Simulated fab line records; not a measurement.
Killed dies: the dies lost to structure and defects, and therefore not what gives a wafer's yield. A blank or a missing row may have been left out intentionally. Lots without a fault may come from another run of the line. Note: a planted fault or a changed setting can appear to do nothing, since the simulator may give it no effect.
fab line records ; flow nand_harc ; part 2 of 2: steps 5 to 6 of 6
record: lots: 22; wafers: 66; last_day: 34
route steps=1302 shown A_STAIRCASE@786 A_SGD_CUT@890
lots untouched by any fault: they come from a run of this same line in which no faults occurred
start_h: start of the lot's first displayed wafer, in hours after the record's first day ; wait_h: hours from the lot's prior step to this one ; " repeats the value in the row above ; L1.1+2: a row that stands for several wafers ; - no value present, or no start provided ; * or withheld: withheld ; < > ~ a bound
route shown NAME@n: names a module that has steps shown in the file, with the first one's number in the route ; usual: the fault-free wafers' mean and standard deviation ; same: alike in all rows ; chamber/n: place in a boat ; sites: readings site by site ; _std_site: how widely they spread, as a standard deviation ; _edge_site: mean of outer sites minus mean of inner sites ; radius_mm: for every site, how far away it sits from the centre of the wafer ; mask NAME#n: copy n ; behind: tool/chamber where the wafer was last shaped ; hold: the reason the lot was held/the length of the hold in hours/how it ended ; device: transistor that didn't switch, given as n, p or np ; end of line: the tests these same wafers got at the end of their route ; a step with no rows: only its recipe ; killed: dies that structure and defects cost at the first sort, which is not the same as the wafer's yield ; map: a wafer's dies, x killed, . not, _ none there
set.NAME: the setting as run; set.NAME@STEP: as run at that earlier step ; model.NAME: the simulator's own value behind a step, which no gauge read
a sample of lots followed through the steps of the route, with each step as a table and each wafer as a row
services: when a tool's chamber went out of use (start_h, in hours from the record's first day, below 0 if earlier), for how many hours, and the reason
== steps ==
step: NHARC_A_SGD_CUT_DEP_00
recipe: target_thk_a: 500; temp_c: 400; target_thk_nm: 50; flow_sccm: 200; rf_w: 450; material: SiNx
usual: heater_power_w: 672/72
lot.wafer;tool;chamber;start_h;wait_h;heater_power_w
L074.2;pecvd-01;1;435.90;0.1;575
L074.6;pecvd-01;0;435.90;0.1;745
L074.5;pecvd-01;1;435.90;0.1;584
L075.3;pecvd-03;2;449.15;0.1;593
L075.4;pecvd-03;2;449.15;0.1;584
L075.6;pecvd-03;1;449.15;0.1;790
L076.3;pecvd-02;2;457.48;0.1;715
L076.4;pecvd-02;1;457.48;0.1;659
L076.6;pecvd-02;2;457.48;0.1;712
L078.1;pecvd-01;2;457.56;0.1;639
L078.5;pecvd-01;0;457.56;0.1;729
L078.4;pecvd-01;2;457.56;0.1;671
L077.2;pecvd-03;1;457.65;0.1;721
L077.3;pecvd-03;2;457.65;0.1;620
L077.5;pecvd-03;2;457.65;0.1;621
L079.2;pecvd-02;2;476.55;0.1;729
L079.6;pecvd-02;2;476.55;0.1;737
L079.5;pecvd-02;1;476.55;0.1;699
L082.1;pecvd-01;1;510.07;0.1;607
L082.6;pecvd-01;1;510.07;0.1;597
L082.4;pecvd-01;0;510.07;0.1;630
L081.3;pecvd-03;2;510.33;0.1;615
L081.2;pecvd-03;0;510.33;0.1;782
L081.5;pecvd-03;2;510.33;0.1;590
L084.3;pecvd-03;0;536.28;0.1;732
L084.1;pecvd-03;1;536.28;0.1;713
L084.5;pecvd-03;0;536.28;0.1;748
L083.1;pecvd-01;1;536.43;0.1;536
L083.6;pecvd-01;0;536.43;0.1;723
L083.5;pecvd-01;2;536.43;0.1;607
L086.1;pecvd-01;2;556.95;0.1;618
L086.3;pecvd-01;1;556.95;0.1;552
L086.4;pecvd-01;1;556.95;0.1;558
L085.2;pecvd-01;1;557.40;0.4;592
L085.6;pecvd-01;1;557.40;0.4;605
L085.4;pecvd-01;0;557.40;0.4;598
L087.2;pecvd-03;1;586.72;0.1;856
L087.4;pecvd-03;0;586.72;0.1;750
L087.6;pecvd-03;1;586.72;0.1;844
L088.1;pecvd-03;1;589.41;0.1;779
L088.2;pecvd-03;2;589.41;0.1;616
L088.5;pecvd-03;1;589.41;0.1;791
L090.1;pecvd-01;2;601.62;0.1;579
L090.4;pecvd-01;0;601.62;0.1;727
L090.5;pecvd-01;2;601.62;0.1;584
L092.2;pecvd-03;1;615.56;0.1;753
L092.1;pecvd-03;2;615.56;0.1;634
L092.6;pecvd-03;2;615.56;0.1;655
L091.1;pecvd-02;1;615.92;0.1;635
L091.5;pecvd-02;2;615.92;0.1;742
L091.4;pecvd-02;1;615.92;0.1;645
L093.2;pecvd-01;2;616.19;0.1;591
L093.3;pecvd-01;0;616.19;0.1;701
L093.6;pecvd-01;2;616.19;0.1;574
L094.5;pecvd-02;1;646.86;0.1;659
L094.6;pecvd-02;2;646.86;0.1;716
L094.4;pecvd-02;0;646.86;0.1;643
L095.3;pecvd-01;1;657.36;0.1;618
L095.2;pecvd-01;2;657.36;0.1;585
L095.6;pecvd-01;2;657.36;0.1;589
L097.3;pecvd-01;1;667.36;0.1;612
L097.4;pecvd-01;1;667.36;0.1;627
L097.6;pecvd-01;2;667.36;0.1;621
L096.3;pecvd-02;2;667.67;0.1;631
L096.5;pecvd-02;0;667.67;0.1;650
L096.4;pecvd-02;2;667.67;0.1;637
step: NHARC_A_SGD_CUT_ETCH_15
recipe: target_depth_a: 750; time_s: 64.3; ch3f_flow_sccm: 50; o2_flow_sccm: 30; ar_flow_sccm: 200; rf_w: 500; bias_w: 100; chemistry: CH3F/O2
usual: drypump_motor_current_A: 5.8/0.48; oes_product_au: 0.962/0.018; rf_vpp_V: 263.6/1.7; showerhead_plenum_p_Torr: 2.44/0.11; throttle_valve_pct: 20.664/0.0097
lot.wafer;tool;chamber;start_h;wait_h;drypump_motor_current_A;oes_product_au;rf_hours_counter_h;rf_vpp_V;showerhead_plenum_p_Torr;throttle_valve_pct
L074.2;rie_diel-07;0;-;-;5.6;0.983;10;266.5;2.61;20.651
L074.5;rie_diel-07;3;-;-;5.6;0.956;-;261.2;2.31;20.687
L074.6;rie_diel-07;0;-;-;5.6;0.981;-;266.3;2.61;20.672
L075.4;rie_diel-07;0;-;-;5.6;0.931;10;265.6;2.61;20.677
L075.3;rie_diel-07;1;-;-;6.2;0.922;10;261.4;2.35;20.665
L075.6;rie_diel-07;3;-;-;5.6;0.924;-;261.2;2.31;20.669
L076.4;rie_diel-07;1;-;-;6.2;0.982;11;263.3;2.35;20.655
L076.3;rie_diel-07;2;-;-;6.5;0.967;11;263.1;2.43;20.651
L076.6;rie_diel-07;2;-;-;6.5;0.969;-;262.9;2.43;20.649
L078.1;rie_diel-04;1;-;-;5.7;0.966;8;263.4;2.45;20.660
L078.4;rie_diel-04;3;-;-;6.3;0.960;7;262.8;2.32;20.652
L078.5;rie_diel-04;2;-;-;5.5;0.955;-;267.0;2.56;20.667
L077.2;rie_diel-08;3;-;-;5.0;0.969;4;264.2;2.49;20.665
L077.3;rie_diel-08;2;-;-;6.4;0.947;4;266.4;2.58;20.663
L077.5;rie_diel-08;0;-;-;5.1;0.949;-;263.4;2.38;20.671
L079.2;rie_diel-08;0;-;-;5.1;0.925;5;262.4;2.38;20.668
L079.5;rie_diel-08;1;-;-;5.9;0.937;-;263.0;2.42;20.660
L079.6;rie_diel-08;2;-;-;6.4;0.943;-;265.3;2.58;20.664
L082.1;rie_diel-08;3;-;-;5.0;1.017;7;264.0;2.49;20.667
L082.4;rie_diel-08;0;-;-;5.1;0.975;7;263.5;2.38;20.671
L082.6;rie_diel-08;3;-;-;5.0;0.992;-;265.1;2.49;20.661
L081.2;rie_diel-07;2;-;-;6.5;0.956;2;263.2;2.43;20.671
L081.3;rie_diel-07;3;-;-;5.6;0.970;1;262.2;2.31;20.657
L081.5;rie_diel-07;1;-;-;6.2;0.963;-;261.2;2.35;20.671
L084.3;rie_diel-08;2;-;-;6.4;0.963;8;264.4;2.58;20.669
L084.1;rie_diel-08;3;-;-;5.0;0.976;8;262.9;2.49;20.661
L084.5;rie_diel-08;1;-;-;5.9;0.950;-;262.8;2.42;20.660
L083.1;rie_diel-07;0;-;-;5.6;0.979;2;265.6;2.61;20.651
L083.5;rie_diel-07;0;-;-;5.6;0.985;-;266.3;2.61;20.658
L083.6;rie_diel-07;1;-;-;6.1;0.977;-;261.4;2.34;20.680
L086.1;rie_diel-08;0;-;-;5.1;0.952;1;262.5;2.38;20.669
L086.3;rie_diel-08;1;-;-;5.9;0.947;1;263.8;2.42;20.657
L086.4;rie_diel-08;2;-;-;6.4;0.967;-;266.1;2.58;20.671
L085.2;rie_diel-07;2;-;-;6.5;0.952;5;263.7;2.43;20.656
L085.4;rie_diel-07;3;-;-;5.5;0.951;5;263.7;2.31;20.656
L085.6;rie_diel-07;3;-;-;5.6;0.964;-;260.3;2.31;20.656
L087.2;rie_diel-07;1;-;-;6.2;0.987;7;262.2;2.34;20.656
L087.4;rie_diel-07;2;-;-;6.5;0.953;6;264.6;2.43;20.664
L087.6;rie_diel-07;0;-;-;5.6;0.979;-;267.3;2.61;20.673
L088.2;rie_diel-08;2;-;-;6.4;0.969;2;264.9;2.57;20.662
L088.1;rie_diel-08;0;-;-;5.1;0.960;2;262.1;2.38;20.652
L088.5;rie_diel-08;2;-;-;6.4;0.972;-;265.5;2.57;20.663
L090.4;rie_diel-07;1;-;-;6.2;0.933;8;260.9;2.34;20.665
L090.1;rie_diel-07;3;-;-;5.5;0.921;7;261.3;2.31;20.672
L090.5;rie_diel-07;2;-;-;6.5;0.920;-;263.8;2.43;20.669
L092.1;rie_diel-08;2;-;-;6.4;0.970;3;265.5;2.57;20.670
L092.2;rie_diel-08;3;-;-;5.0;0.966;3;266.3;2.49;20.647
L092.6;rie_diel-08;3;-;-;5.0;0.966;-;265.9;2.49;20.663
L091.1;rie_diel-07;0;-;-;5.6;0.986;8;265.9;2.61;20.667
L091.5;rie_diel-07;3;-;-;5.5;0.958;-;260.9;2.31;20.669
L091.4;rie_diel-07;0;-;-;5.5;0.982;-;265.8;2.61;20.681
L093.3;rie_diel-08;2;-;-;6.4;0.947;3;264.1;2.57;20.635
L093.2;rie_diel-08;0;-;-;5.1;0.953;3;263.2;2.38;20.678
L093.6;rie_diel-08;3;-;-;5.0;0.959;-;264.3;2.49;20.657
L094.4;rie_diel-08;1;-;-;5.9;0.975;3;262.7;2.42;20.666
L094.5;rie_diel-08;1;-;-;5.9;0.964;-;264.1;2.42;20.664
L094.6;rie_diel-08;2;-;-;6.4;0.975;-;265.5;2.57;20.653
L095.3;rie_diel-07;3;-;-;5.5;0.982;0;262.6;2.31;20.665
L095.2;rie_diel-07;0;-;-;5.6;0.964;0;266.3;2.61;20.644
L095.6;rie_diel-07;3;-;-;5.5;0.987;-;262.0;2.31;20.660
L097.3;rie_diel-07;3;-;-;5.6;0.973;1;261.1;2.31;20.669
L097.4;rie_diel-07;2;-;-;6.5;0.957;1;264.5;2.43;20.668
L097.6;rie_diel-07;0;-;-;5.6;0.998;-;266.5;2.61;20.666
L096.3;rie_diel-04;0;-;-;5.8;0.969;13;261.5;2.30;20.645
L096.5;rie_diel-04;1;-;-;5.7;0.951;-;263.9;2.45;20.674
L096.4;rie_diel-04;3;-;-;6.3;0.963;-;261.8;2.31;20.677
== services ==
tool;chamber;start_h;hours;kind
rie_diel-13;-;343.51;9.0;pm
rie_diel-07;3;361.73;7.6;repair
rie_diel-09;2;403.14;7.8;repair
rie_diel-07;3;405.58;4.2;repair
rie_diel-06;3;422.45;7.5;repair
rie_diel-07;1;425.00;5.5;repair
rie_diel-06;-;425.03;0.3;repair
rie_diel-09;2;427.96;6.4;repair
rie_diel-13;3;438.47;4.7;repair
rie_diel-06;2;442.72;2.9;repair
rie_diel-09;0;459.93;16.0;repair
rie_diel-07;-;471.64;9.0;pm
rie_diel-13;-;478.05;0.4;repair
rie_diel-06;-;484.85;9.0;pm
rie_diel-09;-;497.23;9.0;pm
rie_diel-07;2;515.71;7.9;repair
rie_diel-07;2;526.90;1.2;repair
rie_diel-13;1;534.71;5.6;repair
rie_diel-07;0;541.29;7.0;repair
rie_diel-09;1;614.05;21.8;repair
rie_diel-06;-;614.35;17.7;repair
rie_diel-09;2;636.53;4.5;repair
rie_diel-06;-;662.79;9.0;pm
rie_diel-09;3;667.97;27.0;repair
